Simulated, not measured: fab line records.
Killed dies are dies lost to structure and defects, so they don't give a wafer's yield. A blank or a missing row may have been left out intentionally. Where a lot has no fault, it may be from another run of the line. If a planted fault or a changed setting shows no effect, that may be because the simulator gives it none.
fab line records ; flow n5-finfet ; part 1 of 2: steps 1 to 4 of 6
[record] lots = 22; wafers = 66; last-day = 19
route steps=1938 shown BEOL_M1@829 BEOL_M2@855
lots that met no fault: from a run of the same line without faults
start-h: the number of hours between the record's first day and the start of the first shown wafer of the lot ; wait-h: time in hours since the lot's previous step ; " identical to the entry in the row above ; L1.1+2: a row that stands for several wafers ; - value missing, or start not given ; * or withheld: withheld ; < > ~ a bound
route shown NAME@n: a module of which the file shows steps, and the number in the route of the first ; usual: mean/standard deviation taken from wafers without a fault ; same: alike in all rows ; chamber/n: place in a boat ; sites: per-site readings ; _std_site: standard deviation across them ; _edge_site: outer sites' mean less inner sites' ; radius-mm: how far each site lies from the wafer's centre ; mask NAME#n: copy n ; behind: the last tool/chamber to shape the wafer ; hold: what put the lot on hold/how long, in hours/how the hold closed ; device: names the non-switching transistor (n, p or np) ; end of line: the same wafers' tests at the end of the route ; for a step that has no rows: nothing shown but its recipe ; killed: dies lost to structure and defects at the first sort, not the wafer's yield ; map: per-die view of a wafer (x killed, . not killed, _ where there is no die)
set.NAME: the setting as run; set.NAME@STEP: as run at that earlier step ; model.NAME: the simulator's own value behind a step, which no gauge read
the route's steps for a sample of lots (tables are steps, rows are wafers)
services: the hour from which a tool's chamber was out of use, counted from the record's first day as start-h (under 0 if before that day), plus the number of hours and why
[[steps]]
[step N5_BEOL_M1_ANNEAL_95]
[recipe] temp-c = 400; time-s = 240; ambient = vacuum
[usual] heater-power-w = 834/82
lot.wafer;tool;chamber;start-h;wait-h;heater-power-w
L074.2;pvd-sputter-01;-;131.79;0.0;839
L074.3;pvd-sputter-01;-;131.79;0.0;949
L074.6;pvd-sputter-01;-;131.79;0.0;866
L076.2;pvd-sputter-01;-;134.78;0.0;877
L076.5;pvd-sputter-01;-;134.78;0.0;858
L076.6;pvd-sputter-01;-;134.78;0.0;909
L075.1;pvd-sputter-02;-;139.86;0.0;839
L075.2;pvd-sputter-02;-;139.86;0.0;787
L075.5;pvd-sputter-02;-;139.86;0.0;821
L077.1;pvd-sputter-03;-;147.04;0.0;840
L077.5;pvd-sputter-03;-;147.04;0.0;836
L077.6;pvd-sputter-03;-;147.04;0.0;738
L078.1;pvd-sputter-02;-;150.07;0.0;903
L078.3;pvd-sputter-02;-;150.07;0.0;826
L078.6;pvd-sputter-02;-;150.07;0.0;781
L080.3;pvd-sputter-02;-;174.29;0.0;922
L080.4;pvd-sputter-02;-;174.29;0.0;811
L080.5;pvd-sputter-02;-;174.29;0.0;803
L081.2;pvd-sputter-03;-;176.16;0.0;826
L081.4;pvd-sputter-03;-;176.16;0.0;726
L081.5;pvd-sputter-03;-;176.16;0.0;816
L082.1;pvd-sputter-02;-;177.73;0.0;785
L082.2;pvd-sputter-02;-;177.73;0.0;813
L082.5;pvd-sputter-02;-;177.73;0.0;907
L083.3;pvd-sputter-02;-;182.55;0.0;834
L083.5;pvd-sputter-02;-;182.55;0.0;784
L083.6;pvd-sputter-02;-;182.55;0.0;917
L085.3;pvd-sputter-03;-;195.65;0.0;749
L085.4;pvd-sputter-03;-;195.65;0.0;820
L085.5;pvd-sputter-03;-;195.65;0.0;757
L084.2;pvd-sputter-03;-;198.03;0.0;828
L084.4;pvd-sputter-03;-;198.03;0.0;977
L084.6;pvd-sputter-03;-;198.03;0.0;728
L087.1;pvd-sputter-01;-;227.40;0.0;857
L087.2;pvd-sputter-01;-;227.40;0.0;871
L087.3;pvd-sputter-01;-;227.40;0.0;934
L086.3;pvd-sputter-01;-;232.66;0.0;892
L086.4;pvd-sputter-01;-;232.66;0.0;858
L086.6;pvd-sputter-01;-;232.66;0.0;865
L089.1;pvd-sputter-01;-;235.14;0.0;923
L089.2;pvd-sputter-01;-;235.14;0.0;696
L089.3;pvd-sputter-01;-;235.14;0.0;861
L088.1;pvd-sputter-02;-;237.53;0.0;832
L088.4;pvd-sputter-02;-;237.53;0.0;802
L088.6;pvd-sputter-02;-;237.53;0.0;919
L090.3;pvd-sputter-01;-;238.49;0.0;860
L090.4;pvd-sputter-01;-;238.49;0.0;692
L090.6;pvd-sputter-01;-;238.49;0.0;858
L093.1;pvd-sputter-03;-;258.43;0.0;977
L093.5;pvd-sputter-03;-;258.43;0.0;740
L093.6;pvd-sputter-03;-;258.43;0.0;979
L091.2;pvd-sputter-01;-;263.23;0.0;868
L091.4;pvd-sputter-01;-;263.23;0.0;967
L091.6;pvd-sputter-01;-;263.23;0.0;919
L094.2;pvd-sputter-03;-;264.07;0.0;722
L094.3;pvd-sputter-03;-;264.07;0.0;822
L094.6;pvd-sputter-03;-;264.07;0.0;724
L095.2;pvd-sputter-01;-;265.45;0.0;713
L095.3;pvd-sputter-01;-;265.45;0.0;928
L095.4;pvd-sputter-01;-;265.45;0.0;872
L092.4;pvd-sputter-03;-;267.49;0.0;833
L092.5;pvd-sputter-03;-;267.49;0.0;738
L092.6;pvd-sputter-03;-;267.49;0.0;804
L097.1;pvd-sputter-03;-;288.15;0.0;986
L097.2;pvd-sputter-03;-;288.15;0.0;822
L097.3;pvd-sputter-03;-;288.15;0.0;712
[step N5_BEOL_M2_OVL_MEAS_12]
[recipe] points-per-wafer = 522
[usual] M2_OVL = 0.0/0.65
[same] points-per-wafer = 522
lot.wafer;tool;chamber;start-h;wait-h;M2_OVL[nm]
L074.2;overlay-01;0;135.97;0.0;-0.4
L074.3;overlay-01;0;135.97;0.0;0.1
L074.6;overlay-01;0;135.97;0.0;0.6
L076.2;overlay-01;0;137.31;0.0;1.3
L076.5;overlay-01;0;137.31;0.0;0.6
L076.6;overlay-01;0;137.31;0.0;1.8
L075.1;overlay-02;0;144.45;0.0;0.2
L075.2;overlay-02;0;144.45;0.0;0.0
L075.5;overlay-02;0;144.45;0.0;-0.9
L077.1;overlay-01;0;152.17;0.0;0.9
L077.5;overlay-01;0;152.17;0.0;0.6
L077.6;overlay-01;0;152.17;0.0;0.1
L078.1;overlay-01;0;152.59;0.0;0.6
L078.3;overlay-01;0;152.59;0.0;0.3
L078.6;overlay-01;0;152.59;0.0;0.2
L080.3;overlay-01;0;176.70;0.0;-0.4
L080.4;overlay-01;0;176.70;0.0;-0.3
L080.5;overlay-01;0;176.70;0.0;-0.2
L081.2;overlay-02;0;178.74;0.0;-0.6
L081.4;overlay-02;0;178.74;0.0;-0.1
L081.5;overlay-02;0;178.74;0.0;0.6
L082.1;overlay-02;0;180.16;0.0;-1.8
L082.2;overlay-02;0;180.16;0.0;0.6
L082.5;overlay-02;0;180.16;0.0;-0.4
L083.3;overlay-02;0;184.83;0.0;-0.2
L083.5;overlay-02;0;184.83;0.0;-1.2
L083.6;overlay-02;0;184.83;0.0;0.0
L085.3;overlay-02;0;198.09;0.0;0.2
L085.4;overlay-02;0;198.09;0.0;-0.1
L085.5;overlay-02;0;198.09;0.0;-0.6
L084.2;overlay-02;0;201.03;0.0;0.6
L084.4;overlay-02;0;201.03;0.0;0.2
L084.6;overlay-02;0;201.03;0.0;0.7
L087.1;overlay-02;0;229.87;0.0;0.8
L087.2;overlay-02;0;229.87;0.0;0.0
L087.3;overlay-02;0;229.87;0.0;-0.2
L086.3;overlay-02;0;234.52;0.0;0.5
L086.4;overlay-02;0;234.52;0.0;-0.4
L086.6;overlay-02;0;234.52;0.0;0.0
L089.1;overlay-02;0;237.32;0.0;0.0
L089.2;overlay-02;0;237.32;0.0;-0.2
L089.3;overlay-02;0;237.32;0.0;-1.2
L088.1;overlay-02;0;239.87;0.0;0.1
L088.4;overlay-02;0;239.87;0.0;-0.8
L088.6;overlay-02;0;239.87;0.0;-1.1
L090.3;overlay-01;0;240.47;0.0;-0.6
L090.4;overlay-01;0;240.47;0.0;-0.5
L090.6;overlay-01;0;240.47;0.0;0.2
L093.1;overlay-02;0;260.58;0.0;-1.9
L093.5;overlay-02;0;260.58;0.0;-1.5
L093.6;overlay-02;0;260.58;0.0;0.0
L091.2;overlay-02;0;265.54;0.0;0.0
L091.4;overlay-02;0;265.54;0.0;-0.8
L091.6;overlay-02;0;265.54;0.0;0.1
L094.2;overlay-02;0;266.24;0.0;-0.2
L094.3;overlay-02;0;266.24;0.0;0.1
L094.6;overlay-02;0;266.24;0.0;0.5
L095.2;overlay-01;0;268.61;0.0;-0.1
L095.3;overlay-01;0;268.61;0.0;-0.2
L095.4;overlay-01;0;268.61;0.0;0.2
L092.4;overlay-01;0;269.36;0.0;0.6
L092.5;overlay-01;0;269.36;0.0;0.5
L092.6;overlay-01;0;269.36;0.0;0.3
L097.1;overlay-01;0;290.32;0.0;-0.1
L097.2;overlay-01;0;290.32;0.0;0.2
L097.3;overlay-01;0;290.32;0.0;0.3
[step N5_BEOL_M2_ETCH_63]
[recipe] chemistry = CF4; target = SiARC; target-depth-a = 156; mask-material = CAR-EUV; time-s = 26; ion-energy-ev = 80; pressure-mtorr = 40; source-w = 545; bias-w = 36; Ar_flow_sccm = 100; cf4-flow-sccm = 100; ends = cleared
[usual] drypump-motor-current-A = 5.6/0.49; etch-rf-on-time-s = 25.8/0.64; oes-product-au = 0.68/0.078; rf-vpp-V = 184.4/1.2; showerhead-plenum-p-Torr = 2.17/0.076; throttle-valve-pct = 15.59/0.22
lot.wafer;tool;chamber;start-h;wait-h;drypump-motor-current-A;etch-rf-on-time-s;oes-product-au;rf-hours-counter-h;rf-vpp-V;showerhead-plenum-p-Torr;throttle-valve-pct
L074.2;rie-diel-04;3;136.12;0.0;5.7;24.7;0.68;138;183.2;2.07;15.78
L074.3;rie-diel-04;2;136.12;0.0;5.8;25.1;0.71;75;183.2;2.17;15.62
L074.6;rie-diel-04;0;136.12;0.0;4.8;25.8;0.72;-;184.3;2.17;15.33
L076.2;rie-diel-05;2;137.45;0.0;5.2;25.6;0.84;4;184.8;2.28;15.19
L076.5;rie-diel-05;1;137.45;0.0;5.2;25.9;0.60;-;186.2;2.20;15.99
L076.6;rie-diel-05;2;137.45;0.0;5.2;25.8;0.84;-;185.8;2.28;15.19
L075.1;rie-diel-04;0;144.59;0.0;4.7;26.2;0.71;64;185.4;2.17;15.34
L075.2;rie-diel-04;3;144.59;0.0;5.8;25.3;0.67;142;183.8;2.07;15.81
L075.5;rie-diel-04;2;144.59;0.0;5.8;25.4;0.71;-;184.0;2.16;15.62
L077.1;rie-diel-04;2;152.48;0.0;5.8;25.4;0.70;81;184.4;2.16;15.62
L077.5;rie-diel-04;0;152.48;0.0;4.7;26.0;0.72;-;183.5;2.17;15.34
L077.6;rie-diel-04;1;152.48;0.0;5.9;26.1;0.64;-;185.7;2.21;15.37
L078.1;rie-diel-06;0;152.73;0.0;5.8;25.1;0.80;20;186.5;2.29;15.65
L078.3;rie-diel-06;3;152.73;0.0;6.0;25.7;0.68;113;186.2;2.24;15.67
L078.6;rie-diel-06;2;152.73;0.0;4.9;26.5;0.59;-;183.8;2.12;15.40
L080.3;rie-diel-06;0;176.83;0.0;5.8;24.7;0.81;25;185.4;2.29;15.64
L080.4;rie-diel-06;3;176.83;0.0;6.0;25.6;0.68;118;185.5;2.24;15.68
L080.5;rie-diel-06;3;176.83;0.0;6.0;25.4;0.68;-;184.4;2.24;15.68
L081.2;rie-diel-05;3;179.65;0.0;5.5;25.9;0.60;223;186.2;2.19;15.96
L081.4;rie-diel-05;1;179.65;0.0;5.1;26.4;0.59;249;184.8;2.19;16.02
L081.5;rie-diel-05;0;179.65;0.0;6.4;26.9;0.63;-;184.7;2.05;15.59
L082.1;rie-diel-06;3;180.33;0.0;6.0;25.6;0.67;121;184.4;2.24;15.66
L082.2;rie-diel-06;2;180.33;0.0;4.9;26.6;0.58;239;183.4;2.11;15.42
L082.5;rie-diel-06;3;180.33;0.0;6.0;25.8;0.67;-;184.3;2.24;15.70
L083.3;rie-diel-04;3;184.97;0.0;5.8;24.9;0.67;156;183.5;2.06;15.82
L083.5;rie-diel-04;3;184.97;0.0;5.8;24.9;0.67;-;182.5;2.06;15.84
L083.6;rie-diel-04;2;184.97;0.0;5.8;25.0;0.70;-;184.2;2.16;15.64
L085.3;rie-diel-05;3;198.36;0.0;5.5;26.2;0.59;230;184.7;2.19;15.99
L085.4;rie-diel-05;1;198.36;0.0;5.2;25.5;0.87;-;183.2;2.19;15.53
L085.5;rie-diel-05;3;198.36;0.0;5.6;26.2;0.59;-;185.7;2.19;15.99
L084.2;rie-diel-06;0;201.17;0.0;5.8;24.7;0.78;34;186.0;2.28;15.65
L084.4;rie-diel-06;2;201.17;0.0;4.9;26.2;0.58;-;185.2;2.11;15.42
L084.6;rie-diel-06;3;201.17;0.0;6.0;25.3;0.68;-;185.6;2.23;15.70
L087.1;rie-diel-04;1;230.02;0.0;5.9;25.8;0.62;194;185.1;2.20;15.44
L087.2;rie-diel-04;0;230.02;0.0;4.7;26.1;0.68;96;183.4;2.16;15.42
L087.3;rie-diel-04;3;230.02;0.0;5.8;25.2;0.65;174;184.2;2.06;15.88
L086.3;rie-diel-05;0;234.65;0.0;6.4;26.9;0.61;186;182.5;2.04;15.63
L086.4;rie-diel-05;3;234.65;0.0;5.5;26.0;0.58;247;184.7;2.19;16.03
L086.6;rie-diel-05;0;234.65;0.0;6.4;26.8;0.61;-;182.5;2.04;15.63
L089.1;rie-diel-04;0;237.46;0.0;4.7;26.2;0.68;99;183.3;2.16;15.42
L089.2;rie-diel-04;1;237.46;0.0;5.9;25.9;0.62;197;184.9;2.20;15.45
L089.3;rie-diel-04;3;237.46;0.0;5.8;25.4;0.65;177;183.2;2.05;15.89
L088.1;rie-diel-05;0;240.01;0.0;6.4;27.0;0.62;189;184.1;2.04;15.63
L088.4;rie-diel-05;2;240.01;0.0;5.2;25.3;0.78;29;184.5;2.27;15.25
L088.6;rie-diel-05;0;240.01;0.0;6.4;26.9;0.61;-;183.1;2.04;15.65
L090.3;rie-diel-05;0;240.60;0.0;6.4;26.4;0.62;190;182.2;2.04;15.64
L090.4;rie-diel-05;0;240.60;0.0;6.5;26.6;0.61;-;182.7;2.04;15.64
L090.6;rie-diel-05;2;240.60;0.0;5.2;25.0;0.78;-;185.2;2.27;15.23
L093.1;rie-diel-06;0;260.76;0.0;5.8;25.0;0.75;60;185.5;2.27;15.72
L093.5;rie-diel-06;3;260.76;0.0;6.0;25.2;0.66;-;184.6;2.22;15.75
L093.6;rie-diel-06;0;260.76;0.0;5.8;24.8;0.76;-;186.4;2.27;15.72
L091.2;rie-diel-04;0;265.94;0.0;4.8;26.3;0.67;110;183.3;2.15;15.43
L091.4;rie-diel-04;3;265.94;0.0;5.8;25.3;0.64;188;183.3;2.05;15.90
L091.6;rie-diel-04;1;265.94;0.0;5.9;25.8;0.61;-;185.1;2.20;15.44
L094.2;rie-diel-06;2;266.38;0.0;4.9;25.4;0.82;14;183.7;2.10;14.98
L094.3;rie-diel-06;1;266.38;0.0;5.8;26.8;0.63;172;181.7;2.06;15.75
L094.6;rie-diel-06;3;266.38;0.0;6.0;25.5;0.65;-;185.7;2.22;15.74
L095.2;rie-diel-05;3;268.79;0.0;5.5;25.2;0.82;3;184.0;2.18;15.51
L095.3;rie-diel-05;2;268.79;0.0;5.2;25.4;0.76;43;185.5;2.26;15.28
L095.4;rie-diel-05;1;268.79;0.0;5.1;25.6;0.76;33;184.7;2.18;15.60
L092.4;rie-diel-05;1;269.49;0.0;5.1;25.9;0.76;33;184.6;2.18;15.58
L092.5;rie-diel-05;3;269.49;0.0;5.6;25.1;0.82;-;184.1;2.18;15.53
L092.6;rie-diel-05;0;269.49;0.0;6.4;26.9;0.60;-;183.0;2.04;15.66
L097.1;rie-diel-05;0;290.46;0.0;6.4;26.5;0.60;209;183.3;2.04;15.66
L097.2;rie-diel-05;2;290.46;0.0;5.2;25.1;0.76;48;185.0;2.26;15.27
L097.3;rie-diel-05;3;290.46;0.0;5.5;25.0;0.79;9;185.5;2.18;15.53
[step N5_BEOL_M2_DESCUM_33]
[recipe] chemistry = O2; time-s = 7; source-power-w = 50; bias-power-w = 20; pressure-mtorr = 20; rf-frequency-hz = 2.712e+07; temp-c = 40; resist = CAR-EUV; o2-flow-sccm = 225
[usual] drypump-motor-current-A = 5.6/0.47; oes-product-au = 0.80/0.088; rf-vpp-V = 243.5/1.5; showerhead-plenum-p-Torr = 2.12/0.081; throttle-valve-pct = 20.40/0.25
lot.wafer;tool;chamber;start-h;wait-h;drypump-motor-current-A;oes-product-au;rf-hours-counter-h;rf-vpp-V;showerhead-plenum-p-Torr;throttle-valve-pct
L074.2;rie-diel-06;2;137.18;0.0;5.0;0.69;225;240.7;2.08;20.18
L074.3;rie-diel-06;1;137.18;0.0;5.8;0.78;129;242.1;2.02;20.46
L074.6;rie-diel-06;3;137.18;0.0;6.0;0.80;-;245.3;2.22;20.69
L076.2;rie-diel-06;2;138.72;0.5;5.0;0.69;226;242.7;2.08;20.18
L076.5;rie-diel-06;0;138.72;0.5;5.8;0.95;-;245.2;2.22;20.29
L076.6;rie-diel-06;1;138.72;0.5;5.8;0.78;-;239.5;2.02;20.46
L075.1;rie-diel-06;2;145.42;0.0;4.9;0.67;228;242.6;2.08;20.19
L075.2;rie-diel-06;3;145.42;0.0;6.0;0.80;110;245.0;2.22;20.70
L075.5;rie-diel-06;1;145.42;0.0;5.8;0.77;-;239.9;2.02;20.48
L077.1;rie-diel-04;0;153.49;0.0;4.8;0.84;68;243.6;2.11;20.13
L077.5;rie-diel-04;0;153.49;0.0;4.7;0.84;-;243.2;2.11;20.12
L077.6;rie-diel-04;3;153.49;0.0;5.8;0.77;-;243.2;2.00;20.55
L078.1;rie-diel-05;2;153.69;0.0;5.2;0.95;9;245.9;2.22;19.92
L078.3;rie-diel-05;3;153.69;0.0;5.5;0.70;216;244.4;2.16;20.77
L078.6;rie-diel-05;1;153.69;0.0;5.1;0.69;-;243.8;2.16;20.89
L080.3;rie-diel-04;1;177.70;0.0;5.9;0.73;173;243.2;2.16;20.12
L080.4;rie-diel-04;2;177.70;0.0;5.8;0.80;85;243.6;2.12;20.56
L080.5;rie-diel-04;3;177.70;0.0;5.8;0.78;-;243.0;2.00;20.58
L081.2;rie-diel-05;3;180.50;0.0;5.5;0.69;224;243.6;2.15;20.81
L081.4;rie-diel-05;0;180.50;0.0;6.5;0.76;163;241.5;2.00;20.35
L081.5;rie-diel-05;0;180.50;0.0;6.5;0.76;-;241.9;2.00;20.35
L082.1;rie-diel-06;1;181.19;0.0;5.8;0.77;142;240.2;2.01;20.48
L082.2;rie-diel-06;3;181.19;0.0;6.0;0.78;121;245.0;2.22;20.71
L082.5;rie-diel-06;1;181.19;0.0;5.8;0.77;-;241.6;2.01;20.48
L083.3;rie-diel-06;0;185.84;0.1;5.8;0.93;29;246.7;2.21;20.32
L083.5;rie-diel-06;2;185.84;0.1;4.9;0.68;-;241.7;2.07;20.22
L083.6;rie-diel-06;3;185.84;0.1;6.0;0.79;-;245.8;2.21;20.72
L085.3;rie-diel-06;0;199.43;0.3;5.8;0.93;33;244.8;2.21;20.33
L085.4;rie-diel-06;0;199.43;0.3;5.8;0.93;-;245.7;2.21;20.32
L085.5;rie-diel-06;2;199.43;0.3;4.9;0.67;-;243.5;2.07;20.23
L084.2;rie-diel-06;2;202.03;0.0;4.9;0.67;247;242.1;2.07;20.21
L084.4;rie-diel-06;3;202.03;0.0;6.0;0.78;-;244.6;2.21;20.71
L084.6;rie-diel-06;0;202.03;0.0;5.8;0.92;-;243.7;2.21;20.32
L087.1;rie-diel-04;0;230.84;0.0;4.8;0.80;97;242.9;2.10;20.17
L087.2;rie-diel-04;1;230.84;0.0;5.9;0.71;194;243.6;2.15;20.16
L087.3;rie-diel-04;3;230.84;0.0;5.8;0.74;174;242.7;1.99;20.61
L086.3;rie-diel-04;0;235.61;0.0;4.8;0.82;99;242.8;2.10;20.19
L086.4;rie-diel-04;1;235.61;0.0;5.9;0.71;196;242.4;2.15;20.15
L086.6;rie-diel-04;1;235.61;0.0;5.9;0.71;-;244.1;2.15;20.15
L089.1;rie-diel-04;2;238.31;0.0;5.8;0.77;104;244.3;2.12;20.59
L089.2;rie-diel-04;1;238.31;0.0;5.9;0.71;197;244.2;2.15;20.18
L089.3;rie-diel-04;3;238.31;0.0;5.8;0.74;178;242.9;1.99;20.61
L088.1;rie-diel-05;0;241.00;0.0;6.5;0.72;190;242.4;1.99;20.40
L088.4;rie-diel-05;2;241.00;0.0;5.2;0.91;-;245.4;2.21;19.98
L088.6;rie-diel-05;1;241.00;0.0;5.1;0.93;-;243.3;2.15;20.62
L090.3;rie-diel-05;0;241.55;0.0;6.4;0.73;190;239.9;1.99;20.39
L090.4;rie-diel-05;2;241.55;0.0;5.2;0.92;-;246.1;2.21;19.98
L090.6;rie-diel-05;0;241.55;0.0;6.4;0.74;-;243.3;1.99;20.40
L093.1;rie-diel-04;3;262.04;0.3;5.8;0.73;186;241.9;1.99;20.62
L093.5;rie-diel-04;2;262.04;0.3;5.8;0.77;-;242.8;2.11;20.60
L093.6;rie-diel-04;3;262.04;0.3;5.7;0.73;-;241.1;1.99;20.63
L091.2;rie-diel-05;1;266.76;0.0;5.1;0.90;32;243.9;2.15;20.61
L091.4;rie-diel-05;2;266.76;0.0;5.2;0.89;42;246.6;2.21;19.98
L091.6;rie-diel-05;2;266.76;0.0;5.2;0.89;-;245.4;2.21;20.00
L094.2;rie-diel-05;3;267.59;0.1;5.6;0.95;3;245.1;2.14;20.37
L094.3;rie-diel-05;2;267.59;0.1;5.2;0.88;43;246.6;2.21;19.99
L094.6;rie-diel-05;0;267.59;0.1;6.5;0.72;-;241.0;1.98;20.40
L095.2;rie-diel-04;1;269.83;0.0;5.9;0.71;209;244.5;2.15;20.19
L095.3;rie-diel-04;3;269.83;0.0;5.8;0.73;190;241.7;1.99;20.61
L095.4;rie-diel-04;0;269.83;0.0;4.7;0.79;112;243.5;2.09;20.18
L092.4;rie-diel-04;1;270.55;0.0;5.9;0.70;-;243.1;2.15;20.19
L092.5;rie-diel-04;0;270.55;0.0;4.8;0.79;-;244.2;2.09;20.21
L092.6;rie-diel-04;2;270.55;0.0;5.8;0.78;-;243.0;2.11;20.61
L097.1;rie-diel-06;3;291.29;0.0;6.0;0.75;162;244.8;2.20;20.78
L097.2;rie-diel-06;0;291.29;0.0;5.8;0.86;69;245.4;2.20;20.38
L097.3;rie-diel-06;1;291.29;0.0;5.8;0.74;179;241.7;2.00;20.54
